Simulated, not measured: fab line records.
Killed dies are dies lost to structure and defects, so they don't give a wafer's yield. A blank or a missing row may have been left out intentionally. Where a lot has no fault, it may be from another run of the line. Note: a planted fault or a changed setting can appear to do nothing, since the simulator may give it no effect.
fab line records + flow n5Finfet
[record]
- lots = 7
- wafers = 39
route steps=1938 shown BEOL_M12@1639 BEOL_M13@1705
startH: hours from the record's opening day to when the first of the lot's shown wafers began + waitH: how many hours have passed since the lot's step before this one + " unchanged from the row above + L1.1+2: one row covering several wafers at once + - either no value or no given start + * or withheld: withheld + < > ~ a bound
route shown NAME@n: names a module that has steps shown in the file, with the first one's number in the route + usual: average and standard deviation across the fault-free wafers + same: alike in all rows + chamber/n: place in a boat + sites: per-site readings + _std_site: their standard deviation + _edge_site: mean of outer sites minus mean of inner sites + radiusMm: how far each site lies from the wafer's centre + mask NAME#n: copy n + behind: tool/chamber where the wafer was last shaped + hold: reason for holding the lot/hours on hold/outcome of the hold + device: names the non-switching transistor (n, p or np) + end of line: tests of these same wafers at the route's end + for a step that has no rows: nothing shown but its recipe + killed: dies that structure and defects cost at the first sort, which is not the same as the wafer's yield + map: shows each die of a wafer: x if killed, . if not, _ if none is there
set.NAME: the setting as run; set.NAME@STEP: as run at that earlier step + model.NAME: the simulator's own value behind a step, which no gauge read
lots with deliberately changed settings; one table per step, one row per wafer
[[steps]]
[step N5_BEOL_M12_TRENCH_ETCH_34]
[recipe]
- chemistry = C4F8/O2/Ar
- target = SiOC
- targetDepthA = 3189.5
- maskMaterial = SOC
- pressureMtorr = 30
- sourceW = 3000
- biasW = 700
- Ar_flow_sccm = 400
- C4F8_flow_sccm = 15
- O2_flow_sccm = 8
- heInnerTorr = 15
- heOuterTorr = 30
- timeS = 125.5
- ionEnergyEv = 250
| lot.wafer | tool       | chamber | startH | waitH | set.timeS | model.etch.depthNm |
|-----------|------------|---------|--------|-------|-----------|--------------------|
| L075.1    | rieDiel-03 | 1       | 242.09 | 0.0   | 168.9     | 437.7              |
| L075.2    | "          | 0       | "      | "     | 168.9     | 438.1              |
| L075.3    | "          | 2       | "      | "     | 125.5     | 320.9              |
| L075.4    | "          | 3       | "      | "     | 125.5     | 314.8              |
| L075.5    | "          | 1       | "      | "     | 168.9     | 440.9              |
| L075.6    | "          | 0       | "      | "     | 125.5     | 325.8              |
| L076.2    | rieDiel-05 | 2       | 244.04 | 0.0   | 125.5     | 322                |
| L076.4    | "          | 3       | "      | "     | 125.5     | 313                |
| L076.5    | "          | 1       | "      | "     | 125.5     | 316.8              |
| L082.1    | rieDiel-03 | 2       | 277.89 | 0.0   | 125.5     | 321.5              |
| L082.2    | "          | 0       | "      | "     | 125.5     | 327.6              |
| L082.3    | "          | 3       | "      | "     | 125.5     | 311.6              |
| L082.4    | "          | 0       | "      | "     | 87.23     | 229.5              |
| L082.5    | "          | 3       | "      | "     | 87.23     | 217.5              |
| L082.6    | "          | 2       | "      | "     | 87.23     | 224.8              |
| L091.1    | rieDiel-03 | 3       | 328.89 | 0.0   | 125.5     | 312.8              |
| L091.2    | "          | 0       | "      | "     | 60.4      | 154.6              |
| L091.3    | "          | 1       | "      | "     | 125.5     | 323.9              |
| L091.4    | "          | 2       | "      | "     | 60.4      | 153.5              |
| L091.5    | "          | 3       | "      | "     | 60.4      | 150.1              |
| L091.6    | "          | 2       | "      | "     | 125.5     | 319.4              |
| L094.1    | rieDiel-06 | 2       | 343.96 | 0.0   | 125.5     | 318                |
| L094.2    | "          | 0       | "      | "     | 180.8     | 461.1              |
| L094.3    | "          | 1       | "      | "     | 180.8     | 459.2              |
| L094.4    | "          | 3       | "      | "     | 125.5     | 317.7              |
| L094.5    | "          | 1       | "      | "     | 180.8     | 458.3              |
| L094.6    | "          | 0       | "      | "     | 125.5     | 320                |
| L093.1    | rieDiel-03 | 1       | 351.39 | 0.0   | 146.9     | 386                |
| L093.2    | "          | 2       | "      | "     | 125.5     | 321.9              |
| L093.3    | "          | 0       | "      | "     | 146.9     | 376.9              |
| L093.4    | "          | 3       | "      | "     | 125.5     | 313.5              |
| L093.5    | "          | 3       | "      | "     | 146.9     | 366.6              |
| L093.6    | "          | 2       | "      | "     | 125.5     | 320.8              |
| L096.1    | rieDiel-05 | 1       | 370.14 | 0.0   | 162.3     | 414.1              |
| L096.2    | "          | 3       | "      | "     | 162.3     | 416.5              |
| L096.3    | "          | 2       | "      | "     | 125.5     | 324.4              |
| L096.4    | "          | 0       | "      | "     | 162.3     | 422.7              |
| L096.5    | "          | 0       | "      | "     | 125.5     | 326.6              |
| L096.6    | "          | 3       | "      | "     | 125.5     | 319.7              |
[step N5_BEOL_M12_STRIP_70]
[recipe]
- chemistry = C4F8/O2/Ar
- resist = SiARC
- rfFrequencyHz = 6e+07
[step N5_BEOL_M12_OCD_MEAS_35]
[usual]
- trenchDepthNm = 321/5.3
| lot.wafer | tool   | chamber | startH | waitH | set.timeS@BEOL_M12_TRENCH_ETCH_34 | trenchDepthNm |
|-----------|--------|---------|--------|-------|-----------------------------------|---------------|
| L075.1    | ocd-02 | -       | 242.25 | 0.0   | 168.9                             | 437           |
| L075.2    | "      | -       | "      | "     | 168.9                             | 438           |
| L075.3    | "      | -       | "      | "     | 125.5                             | 321           |
| L075.4    | "      | -       | "      | "     | 125.5                             | 315           |
| L075.5    | "      | -       | "      | "     | 168.9                             | 441           |
| L075.6    | "      | -       | "      | "     | 125.5                             | 326           |
| L076.2    | ocd-01 | -       | 244.19 | 0.0   | 125.5                             | 322           |
| L076.4    | "      | -       | "      | "     | 125.5                             | 313           |
| L076.5    | "      | -       | "      | "     | 125.5                             | 317           |
| L082.1    | ocd-02 | -       | 278.05 | 0.0   | 125.5                             | 322           |
| L082.2    | "      | -       | "      | "     | 125.5                             | 328           |
| L082.3    | "      | -       | "      | "     | 125.5                             | 311           |
| L082.4    | "      | -       | "      | "     | 87.23                             | 229           |
| L082.5    | "      | -       | "      | "     | 87.23                             | 218           |
| L082.6    | "      | -       | "      | "     | 87.23                             | 225           |
| L091.1    | ocd-02 | -       | 329.05 | 0.0   | 125.5                             | 312           |
| L091.2    | "      | -       | "      | "     | 60.4                              | 155           |
| L091.3    | "      | -       | "      | "     | 125.5                             | 324           |
| L091.4    | "      | -       | "      | "     | 60.4                              | 154           |
| L091.5    | "      | -       | "      | "     | 60.4                              | 151           |
| L091.6    | "      | -       | "      | "     | 125.5                             | -             |
| L094.1    | ocd-02 | -       | 344.11 | 0.0   | 125.5                             | 318           |
| L094.2    | "      | -       | "      | "     | 180.8                             | 461           |
| L094.3    | "      | -       | "      | "     | 180.8                             | 459           |
| L094.4    | "      | -       | "      | "     | 125.5                             | 317           |
| L094.5    | "      | -       | "      | "     | 180.8                             | 458           |
| L094.6    | "      | -       | "      | "     | 125.5                             | 320           |
| L093.1    | ocd-01 | -       | 351.54 | 0.0   | 146.9                             | 386           |
| L093.2    | "      | -       | "      | "     | 125.5                             | 322           |
| L093.3    | "      | -       | "      | "     | 146.9                             | 377           |
| L093.4    | "      | -       | "      | "     | 125.5                             | 314           |
| L093.5    | "      | -       | "      | "     | 146.9                             | 367           |
| L093.6    | "      | -       | "      | "     | 125.5                             | 321           |
| L096.1    | ocd-02 | -       | 370.29 | 0.0   | 162.3                             | 414           |
| L096.2    | "      | -       | "      | "     | 162.3                             | 417           |
| L096.3    | "      | -       | "      | "     | 125.5                             | 325           |
| L096.4    | "      | -       | "      | "     | 162.3                             | 423           |
| L096.5    | "      | -       | "      | "     | 125.5                             | 327           |
| L096.6    | "      | -       | "      | "     | 125.5                             | 319           |
[step N5_BEOL_M12_STRIP_37]
[recipe]
- chemistry = N2/H2
- powerW = 1000
- tempC = 250
- h2Frac = 0.65
- overashFraction = 0.3
- pressureMtorr = withheld
- n2FlowSccm = 1750
- h2FlowSccm = 3250
[step N5_BEOL_M12_ETCH_38]
[recipe]
- chemistry = CF4/N2
- target = SiCN
- targetDepthA = 687
- taperDeg = 2
- timeS = 73.4
- ionEnergyEv = 150
- maskMaterial = SiO2
- pressureMtorr = 40
- sourceW = 430
- biasW = 70
- Ar_flow_sccm = 100
- cf4FlowSccm = 60
- n2FlowSccm = 60
[step N5_BEOL_M12_ECD_47]
[recipe]
- material = Cu
- targetThkA = 7200
[step N5_BEOL_M12_ANNEAL_48]
[recipe]
- tempC = 225
- timeS = 90
- ambient = N2
[step N5_BEOL_M12_CMP_49]
[recipe]
- stopOn = SiOC
- tOverpolishS = 20.6
- downForcePsi = 1
- platenRpm = 50
- clearingPlatenDownForcePsi = 1.5
- clearingPlatenRpm = 50
- postCmpClean = cuAlkaline
- targetThkNm = 320
- clearingPlatenPadVelocityMS = 0.99484
- padVelocityMS = 0.99484
| lot.wafer | tool   | chamber | startH | waitH | set.timeS@BEOL_M12_TRENCH_ETCH_34 | model.Cu_of_BEOL_M12_ECD_47.thkNm |
|-----------|--------|---------|--------|-------|-----------------------------------|-----------------------------------|
| L075.1    | cmp-02 | 2       | 245.39 | 0.3   | 168.9                             | 439                               |
| L075.3    | "      | 3       | "      | "     | 125.5                             | 323.2                             |
| L075.2    | "      | 0       | "      | "     | 168.9                             | 441.6                             |
| L075.4    | "      | 1       | "      | "     | 125.5                             | 316                               |
| L075.5    | "      | 2       | "      | "     | 168.9                             | 442.6                             |
| L075.6    | "      | 3       | "      | "     | 125.5                             | 327.6                             |
| L076.4    | cmp-02 | 0       | 245.78 | 0.1   | 125.5                             | 315.2                             |
| L076.2    | "      | 2       | "      | "     | 125.5                             | 322                               |
| L076.5    | "      | 0       | "      | "     | 125.5                             | 319                               |
| L082.3    | cmp-03 | 1       | 280.05 | 0.2   | 125.5                             | 312.4                             |
| L082.2    | "      | 2       | "      | "     | 125.5                             | 327.8                             |
| L082.1    | "      | 3       | "      | "     | 125.5                             | 324                               |
| L082.4    | "      | 0       | "      | "     | 87.23                             | 228                               |
| L082.6    | "      | 1       | "      | "     | 87.23                             | 225                               |
| L082.5    | "      | 2       | "      | "     | 87.23                             | 217.4                             |
| L091.2    | cmp-03 | 0       | 330.97 | 0.2   | 60.4                              | 155                               |
| L091.3    | "      | 1       | "      | "     | 125.5                             | 325                               |
| L091.1    | "      | 2       | "      | "     | 125.5                             | 314                               |
| L091.4    | "      | 3       | "      | "     | 60.4                              | 156                               |
| L091.6    | "      | 0       | "      | "     | 125.5                             | 319.6                             |
| L091.5    | "      | 1       | "      | "     | 60.4                              | 151.4                             |
| L094.2    | cmp-02 | 1       | 347.28 | 0.2   | 180.8                             | 461.2                             |
| L094.1    | "      | 2       | "      | "     | 125.5                             | 318                               |
| L094.4    | "      | 3       | "      | "     | 125.5                             | 320.2                             |
| L094.3    | "      | 0       | "      | "     | 180.8                             | 463                               |
| L094.6    | "      | 1       | "      | "     | 125.5                             | 321                               |
| L094.5    | "      | 2       | "      | "     | 180.8                             | 459.2                             |
| L093.3    | cmp-01 | 0       | 356.65 | 0.2   | 146.9                             | 377.4                             |
| L093.1    | "      | 1       | "      | "     | 146.9                             | 389                               |
| L093.4    | "      | 2       | "      | "     | 125.5                             | 314.4                             |
| L093.2    | "      | 3       | "      | "     | 125.5                             | 324.6                             |
| L093.6    | "      | 0       | "      | "     | 125.5                             | 320.6                             |
| L093.5    | "      | 1       | "      | "     | 146.9                             | 370.4                             |
| L096.2    | cmp-02 | 1       | 373.78 | 0.2   | 162.3                             | 417.8                             |
| L096.1    | "      | 2       | "      | "     | 162.3                             | 414                               |
| L096.4    | "      | 3       | "      | "     | 162.3                             | 425.6                             |
| L096.3    | "      | 0       | "      | "     | 125.5                             | 325.8                             |
| L096.5    | "      | 1       | "      | "     | 125.5                             | 327.6                             |
| L096.6    | "      | 2       | "      | "     | 125.5                             | 319.8                             |
[step N5_BEOL_M12_THK_MEAS_50]
[recipe]
- thkMeasGauge = xrf
- reads = Cu_of_BEOL_M12_ECD_47
[usual]
- M12_THK = 330/6.3
| lot.wafer | tool         | chamber | startH | waitH | set.timeS@BEOL_M12_TRENCH_ETCH_34 | M12_THK[nm] |
|-----------|--------------|---------|--------|-------|-----------------------------------|-------------|
| L075.1    | filmMetro-01 | -       | 245.68 | -     | 168.9                             | 452         |
| L075.2    | "            | -       | "      | "     | 168.9                             | 452         |
| L075.3    | "            | -       | "      | "     | 125.5                             | 331         |
| L075.4    | "            | -       | "      | "     | 125.5                             | 323         |
| L075.5    | "            | -       | "      | "     | 168.9                             | 454         |
| L075.6    | "            | -       | "      | "     | 125.5                             | 333         |
| L076.2    | filmMetro-02 | -       | 246.08 | -     | 125.5                             | 333         |
| L076.4    | "            | -       | "      | "     | 125.5                             | 326         |
| L076.5    | "            | -       | "      | "     | 125.5                             | 330         |
| L082.1    | filmMetro-02 | -       | 280.35 | -     | 125.5                             | 332         |
| L082.2    | "            | -       | "      | "     | 125.5                             | 333         |
| L082.3    | "            | -       | "      | "     | 125.5                             | 319         |
| L082.4    | "            | -       | "      | "     | 87.23                             | 231         |
| L082.5    | "            | -       | "      | "     | 87.23                             | 222         |
| L082.6    | "            | -       | "      | "     | 87.23                             | 228         |
| L091.1    | filmMetro-02 | -       | 331.26 | -     | 125.5                             | 320         |
| L091.2    | "            | -       | "      | "     | 60.4                              | 157         |
| L091.3    | "            | -       | "      | "     | 125.5                             | 331         |
| L091.4    | "            | -       | "      | "     | 60.4                              | 158         |
| L091.5    | "            | -       | "      | "     | 60.4                              | 154         |
| L091.6    | "            | -       | "      | "     | 125.5                             | -           |
| L094.1    | filmMetro-02 | -       | 347.57 | -     | 125.5                             | 325         |
| L094.2    | "            | -       | "      | "     | 180.8                             | 472         |
| L094.3    | "            | -       | "      | "     | 180.8                             | 475         |
| L094.4    | "            | -       | "      | "     | 125.5                             | 328         |
| L094.5    | "            | -       | "      | "     | 180.8                             | 470         |
| L094.6    | "            | -       | "      | "     | 125.5                             | 327         |
| L093.1    | filmMetro-02 | -       | 356.94 | -     | 146.9                             | 398         |
| L093.2    | "            | -       | "      | "     | 125.5                             | 331         |
| L093.3    | "            | -       | "      | "     | 146.9                             | 385         |
| L093.4    | "            | -       | "      | "     | 125.5                             | 322         |
| L093.5    | "            | -       | "      | "     | 146.9                             | 378         |
| L093.6    | "            | -       | "      | "     | 125.5                             | 327         |
| L096.1    | filmMetro-01 | -       | 374.07 | -     | 162.3                             | 424         |
| L096.2    | "            | -       | "      | "     | 162.3                             | 429         |
| L096.3    | "            | -       | "      | "     | 125.5                             | 337         |
| L096.4    | "            | -       | "      | "     | 162.3                             | 438         |
| L096.5    | "            | -       | "      | "     | 125.5                             | 337         |
| L096.6    | "            | -       | "      | "     | 125.5                             | 329         |
[step N5_BEOL_M12_PRE_CLEAN_52]
[recipe]
- gas = NH3
- timeS = 15
- tempC = withheld
- rfPowerW = 300
[step N5_BEOL_M12_DEP_53]
[recipe]
- material = SiCN
- targetThkA = 300
- tempC = withheld
- precursor = 3MS/NH3
- pressureTorr = 3
- rfW = 675
- timeS = 10.5
[step N5_BEOL_M12_RS_MEAS_54]
[recipe]
- thkMeasGauge = four-point-probe
- reads = Cu_of_BEOL_M12_ECD_47+Ta_of_BEOL_M12_SPUTTER_44+TaN_of_BEOL_M12_SPUTTER_43
[usual]
- M12_RS = 0.0596/0.0011
| lot.wafer | tool         | chamber | startH | waitH | set.timeS@BEOL_M12_TRENCH_ETCH_34 | M12_RS[ohm/sq] |
|-----------|--------------|---------|--------|-------|-----------------------------------|----------------|
| L075.1    | filmMetro-01 | -       | 245.81 | 0.0   | 168.9                             | 0.0432         |
| L075.2    | "            | -       | "      | "     | 168.9                             | 0.0430         |
| L075.3    | "            | -       | "      | "     | 125.5                             | 0.0594         |
| L075.4    | "            | -       | "      | "     | 125.5                             | 0.0609         |
| L075.5    | "            | -       | "      | "     | 168.9                             | 0.0428         |
| L075.6    | "            | -       | "      | "     | 125.5                             | 0.0585         |
| L076.2    | filmMetro-02 | -       | 246.23 | 0.1   | 125.5                             | 0.0598         |
| L076.4    | "            | -       | "      | "     | 125.5                             | 0.0610         |
| L076.5    | "            | -       | "      | "     | 125.5                             | 0.0603         |
| L082.1    | filmMetro-02 | -       | 280.47 | 0.0   | 125.5                             | 0.0595         |
| L082.2    | "            | -       | "      | "     | 125.5                             | 0.0586         |
| L082.3    | "            | -       | "      | "     | 125.5                             | 0.0617         |
| L082.4    | "            | -       | "      | "     | 87.23                             | 0.0861         |
| L082.5    | "            | -       | "      | "     | 87.23                             | 0.0905         |
| L082.6    | "            | -       | "      | "     | 87.23                             | 0.0870         |
| L091.1    | filmMetro-02 | -       | 331.39 | 0.0   | 125.5                             | 0.0614         |
| L091.2    | "            | -       | "      | "     | 60.4                              | 0.1301         |
| L091.3    | "            | -       | "      | "     | 125.5                             | 0.0592         |
| L091.4    | "            | -       | "      | "     | 60.4                              | 0.1293         |
| L091.5    | "            | -       | "      | "     | 60.4                              | 0.1337         |
| L091.6    | "            | -       | "      | "     | 125.5                             | -              |
| L094.1    | filmMetro-02 | -       | 347.73 | 0.1   | 125.5                             | 0.0605         |
| L094.2    | "            | -       | "      | "     | 180.8                             | 0.0412         |
| L094.3    | "            | -       | "      | "     | 180.8                             | 0.0410         |
| L094.4    | "            | -       | "      | "     | 125.5                             | 0.0602         |
| L094.5    | "            | -       | "      | "     | 180.8                             | 0.0413         |
| L094.6    | "            | -       | "      | "     | 125.5                             | 0.0599         |
| L093.1    | filmMetro-01 | -       | 357.07 | 0.0   | 146.9                             | 0.0490         |
| L093.2    | "            | -       | "      | "     | 125.5                             | 0.0591         |
| L093.3    | "            | -       | "      | "     | 146.9                             | 0.0505         |
| L093.4    | "            | -       | "      | "     | 125.5                             | 0.0611         |
| L093.5    | "            | -       | "      | "     | 146.9                             | 0.0515         |
| L093.6    | "            | -       | "      | "     | 125.5                             | 0.0597         |
| L096.1    | filmMetro-02 | -       | 374.19 | 0.0   | 162.3                             | 0.0459         |
| L096.2    | "            | -       | "      | "     | 162.3                             | 0.0456         |
| L096.3    | "            | -       | "      | "     | 125.5                             | 0.0589         |
| L096.4    | "            | -       | "      | "     | 162.3                             | 0.0447         |
| L096.5    | "            | -       | "      | "     | 125.5                             | 0.0586         |
| L096.6    | "            | -       | "      | "     | 125.5                             | 0.0601         |
[step N5_BEOL_M13_SPUTTER_43]
[recipe]
- material = TaN
- targetThkA = 150
- tempC = 50
- biasV = 168.6
- powerW = 15000
- chamberPressurePa = 0.12
- timeS = 24.19
| lot.wafer    | tool          | chamber | startH | waitH | set.timeS | model.TaN_of_BEOL_M13_SPUTTER_43.thkNm |
|--------------|---------------|---------|--------|-------|-----------|----------------------------------------|
| L075.1+5     | pvdSputter-03 | -       | 249.91 | 0.0   | 24.19     | 15                                     |
| L075.2       | "             | -       | "      | "     | 10.05     | 6                                      |
| L075.3+6     | "             | -       | "      | "     | 10.05     | 6.2                                    |
| L075.4       | "             | -       | "      | "     | 24.19     | 14.8                                   |
| L076.2       | pvdSputter-01 | -       | 254.08 | 0.0   | 24.19     | 15                                     |
| L076.4       | "             | -       | "      | "     | 24.19     | 15.4                                   |
| L076.5       | "             | -       | "      | "     | 24.19     | 15.2                                   |
| L082.1       | pvdSputter-03 | -       | 286.41 | 0.0   | 37.24     | 23                                     |
| L082.2+3+5   | "             | -       | "      | "     | 24.19     | 14.8                                   |
| L082.4+6     | "             | -       | "      | "     | 37.24     | 22.6                                   |
| L091.1       | pvdSputter-01 | -       | 334.84 | 0.0   | 16.53     | 10.2                                   |
| L091.2+4     | "             | -       | "      | "     | 24.19     | 15                                     |
| L091.3+5     | "             | -       | "      | "     | 16.53     | 10                                     |
| L091.6       | "             | -       | "      | "     | 24.19     | 14.6                                   |
| L094.1       | pvdSputter-01 | -       | 353.57 | 0.0   | 24.19     | 15.2                                   |
| L094.2+4+5   | "             | -       | "      | "     | 24.19     | 15                                     |
| L094.3+6     | "             | -       | "      | "     | 24.19     | 14.8                                   |
| L093.1       | pvdSputter-02 | -       | 360.03 | 0.0   | 14.89     | 9.6                                    |
| L093.2+4     | "             | -       | "      | "     | 24.19     | 14.8                                   |
| L093.3       | "             | -       | "      | "     | 24.19     | 15                                     |
| L093.5+6     | "             | -       | "      | "     | 14.89     | 9.2                                    |
| L096.1       | pvdSputter-03 | -       | 378.94 | 0.0   | 24.19     | 15                                     |
| L096.2       | "             | -       | "      | "     | 24.19     | 14.4                                   |
| L096.3+4+5+6 | "             | -       | "      | "     | 24.19     | 14.8                                   |
[step N5_BEOL_M13_SPUTTER_44]
[recipe]
- material = Ta
- targetThkA = 100
- tempC = 50
- biasV = 80
- powerW = 15000
- chamberPressurePa = 0.07
- timeS = 16.13
[step N5_BEOL_M13_SPUTTER_45]
[recipe]
- material = Cu
- targetThkA = 800
- tempC = -20
- biasV = 60
- powerW = 26000
- chamberPressurePa = 0.13
- timeS = 13.33
[step N5_BEOL_M13_ECD_47]
[recipe]
- material = Cu
- targetThkA = 9360
[step N5_BEOL_M13_ANNEAL_48]
[recipe]
- tempC = 225
- timeS = 90
- ambient = N2
[step N5_BEOL_M13_CMP_49]
[recipe]
- stopOn = SiOC
- tOverpolishS = 17.1
- downForcePsi = 1
- platenRpm = 50
- clearingPlatenDownForcePsi = 1.5
- clearingPlatenRpm = 50
- postCmpClean = cuAlkaline
- targetThkNm = 420
- clearingPlatenPadVelocityMS = 0.99484
- padVelocityMS = 0.99484
[usual]
- barrierFieldEndpointS = 30.6/1.1
| lot.wafer | tool   | chamber | startH | waitH | set.timeS@BEOL_M13_SPUTTER_43 | barrierFieldEndpointS |
|-----------|--------|---------|--------|-------|-------------------------------|-----------------------|
| L075.1    | cmp-01 | 0       | 250.77 | 0.3   | 24.19                         | 29.3                  |
| L075.4    | "      | 1       | "      | "     | 24.19                         | 32.0                  |
| L075.3    | "      | 2       | "      | "     | 10.05                         | 19.7                  |
| L075.2    | "      | 3       | "      | "     | 10.05                         | 20.5                  |
| L075.5    | "      | 0       | "      | "     | 24.19                         | 29.6                  |
| L075.6    | "      | 1       | "      | "     | 10.05                         | 20.7                  |
| L076.2    | cmp-01 | 2       | 254.83 | 0.2   | 24.19                         | 30.7                  |
| L076.4    | "      | 3       | "      | "     | 24.19                         | 34.1                  |
| L076.5    | "      | 2       | "      | "     | 24.19                         | 30.9                  |
| L082.4    | cmp-02 | 3       | 287.15 | 0.1   | 37.24                         | 40.0                  |
| L082.2    | "      | 0       | "      | "     | 24.19                         | 30.8                  |
| L082.3    | "      | 1       | "      | "     | 24.19                         | 30.3                  |
| L082.1    | "      | 2       | "      | "     | 37.24                         | 40.0                  |
| L082.5    | "      | 3       | "      | "     | 24.19                         | 30.2                  |
| L082.6    | "      | 0       | "      | "     | 37.24                         | 40.3                  |
| L091.2    | cmp-01 | 2       | 335.58 | 0.2   | 24.19                         | 30.8                  |
| L091.3    | "      | 3       | "      | "     | 16.53                         | 25.7                  |
| L091.4    | "      | 0       | "      | "     | 24.19                         | 29.5                  |
| L091.1    | "      | 1       | "      | "     | 16.53                         | 25.4                  |
| L091.5    | "      | 2       | "      | "     | 16.53                         | 24.3                  |
| L091.6    | "      | 3       | "      | "     | 24.19                         | 32.3                  |
| L094.1    | cmp-01 | 2       | 354.31 | 0.3   | 24.19                         | 31.0                  |
| L094.2    | "      | 3       | "      | "     | 24.19                         | 32.3                  |
| L094.3    | "      | 0       | "      | "     | 24.19                         | 29.6                  |
| L094.4    | "      | 1       | "      | "     | 24.19                         | 31.9                  |
| L094.6    | "      | 2       | "      | "     | 24.19                         | 29.9                  |
| L094.5    | "      | 3       | "      | "     | 24.19                         | 32.9                  |
| L093.2    | cmp-02 | 1       | 360.76 | 0.2   | 24.19                         | 30.5                  |
| L093.3    | "      | 2       | "      | "     | 24.19                         | 30.4                  |
| L093.1    | "      | 3       | "      | "     | 14.89                         | 24.1                  |
| L093.4    | "      | 0       | "      | "     | 24.19                         | 31.8                  |
| L093.5    | "      | 1       | "      | "     | 14.89                         | 23.0                  |
| L093.6    | "      | 2       | "      | "     | 14.89                         | 23.1                  |
| L096.2    | cmp-04 | 2       | 380.02 | 0.2   | 24.19                         | 29.5                  |
| L096.4    | "      | 3       | "      | "     | 24.19                         | 29.2                  |
| L096.1    | "      | 0       | "      | "     | 24.19                         | 31.1                  |
| L096.3    | "      | 1       | "      | "     | 24.19                         | 30.4                  |
| L096.5    | "      | 2       | "      | "     | 24.19                         | 30.6                  |
| L096.6    | "      | 3       | "      | "     | 24.19                         | 28.9                  |
[[key]]
[split]
- step = N5_BEOL_M12_TRENCH_ETCH_34
- setting = timeS
- stated = 125.5
- by = wafer
[response]
- step = N5_BEOL_M12_TRENCH_ETCH_34
- reading = model.etch.depthNm
- change = +3.24
- per = 1%
- r = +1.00
[response]
- step = N5_BEOL_M12_OCD_MEAS_35
- reading = trenchDepthNm
- change = +3.24
- per = 1%
- r = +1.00
[response]
- step = N5_BEOL_M12_CMP_49
- reading = model.Cu_of_BEOL_M12_ECD_47.thkNm
- change = +3.25
- per = 1%
- r = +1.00
[response]
- step = N5_BEOL_M12_THK_MEAS_50
- reading = M12_THK
- change = +3.35
- per = 1%
- r = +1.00
[response]
- step = N5_BEOL_M12_RS_MEAS_54
- reading = M12_RS
- change = -0.000783
- per = 1%
- r = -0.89
[split]
- step = N5_BEOL_M13_SPUTTER_43
- setting = timeS
- stated = 24.19
- by = wafer
[response]
- step = N5_BEOL_M13_SPUTTER_43
- reading = model.TaN_of_BEOL_M13_SPUTTER_43.thkNm
- change = +0.148
- per = 1%
- r = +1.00
[response]
- step = N5_BEOL_M13_CMP_49
- reading = barrierFieldEndpointS
- change = +0.178
- per = 1%
- r = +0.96
